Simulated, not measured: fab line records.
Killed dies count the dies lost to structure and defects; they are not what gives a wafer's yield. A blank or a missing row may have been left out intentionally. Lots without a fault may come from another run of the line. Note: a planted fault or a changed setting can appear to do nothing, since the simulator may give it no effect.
Code-filled problem report in 8D (eight disciplines) form | flow nand-harc | the parts of the form that need people (team, actions taken, sign-off) are left out

## 1. THE ISSUE
Wafers without a fault read 998 nm, standard deviation 9.6; thk-nm at NHARC_A_ONON_D2_THK_MEAS_14 reads a mean of 675 nm on 6 wafers belonging to 2 lots. Measured from the usual mean, that is -34 standard deviations.
The step: measures by ellipsometry.
First observed at day 16 03:00: wafer L413.1, on film-metro-02. The record has a number at this step for 39 wafers belonging to 13 lots. Rule for "out", or "out of limits": more than 4 standard deviations from the usual mean. The rest of the wafers with a number are treated as sound.

## 2. WHAT IT IS, WHAT IT ISN'T
question                    | is                           | is not
which readings at this step | thk-nm                       | -
which lots                  | L413, L415                   | L404, L406, L407, L408, L419, L421, L422, L423, L424, L425, L426
which wafers of those lots  | all that have a number       | -
read on which gauges        | film-metro-01, film-metro-02 | -
when                        | from day 16 03:00            | up to then (12 sound wafers); but 21 sound wafers of L419, L421, L422, L423, L424, L425, L426 came after

## 3. THE SUSPECTS, EACH WITH WHAT RULES IT OUT
Counting: a tool stays on the suspect list if, at a process step up to the reading, it processed all lots that are out and no sound lot following the first of them.
- the gauge at NHARC_A_ONON_D2_THK_MEAS_14: ruled out. The wafers that are out were read on 2 gauges (film-metro-01, film-metro-02).
- pecvd-onon-01 at NHARC_A_ONON_D2_DEP_12 (target thk 1000 nm): ruled out as a lasting fault. After its first lot that is out, L413 (day 16 02:29), sound lots L424, L426, L425 ran on it.
Left after counting: nothing in the record.

## 4. THE CAUSE (what the simulator had put in)
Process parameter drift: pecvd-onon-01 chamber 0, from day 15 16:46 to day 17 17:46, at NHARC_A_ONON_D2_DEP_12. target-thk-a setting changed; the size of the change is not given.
It was ruled out by counting, in error; the rule expects a fault to strike all lots run on its tool from its start on, and this fault did not.

## 5. THE CHAIN OF EFFECTS, in route order
One row per reading whose mean, taken over the struck wafers that have a number, lies over 3 standard deviations from the usual. Readings are gone through only where the record gives a usual standard deviation; hours: the median, over the lots, of the time from a lot's start at the first step in this table giving one to that lot's start at this step; sigmas: the change measured in usual standard deviations.
hours | step                        | reading         | usual  | on struck wafers | change | sigmas
0     | NHARC_A_ONON_D2_THK_MEAS_14 | thk-nm          | 998 nm | 675              | -323   | -34
280   | NHARC_END_SORT_01           | killed-at-array | 52     | 668              | +616   | +39
280   | NHARC_END_SORT_01           | killed-dies     | 57     | 677              | +620   | +39

## 6. HOW IT WOULD HAVE BEEN CAUGHT EARLIER
The first out-of-limits reading at a measuring or inspecting step in this record came at day 16 03:00, 10 hours after the fault's start at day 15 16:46.
An alarm limit of 4 standard deviations would not have fired on the tool readings at NHARC_A_ONON_D2_DEP_12 for which the record gives a usual standard deviation, since none of them was out on any struck wafer.
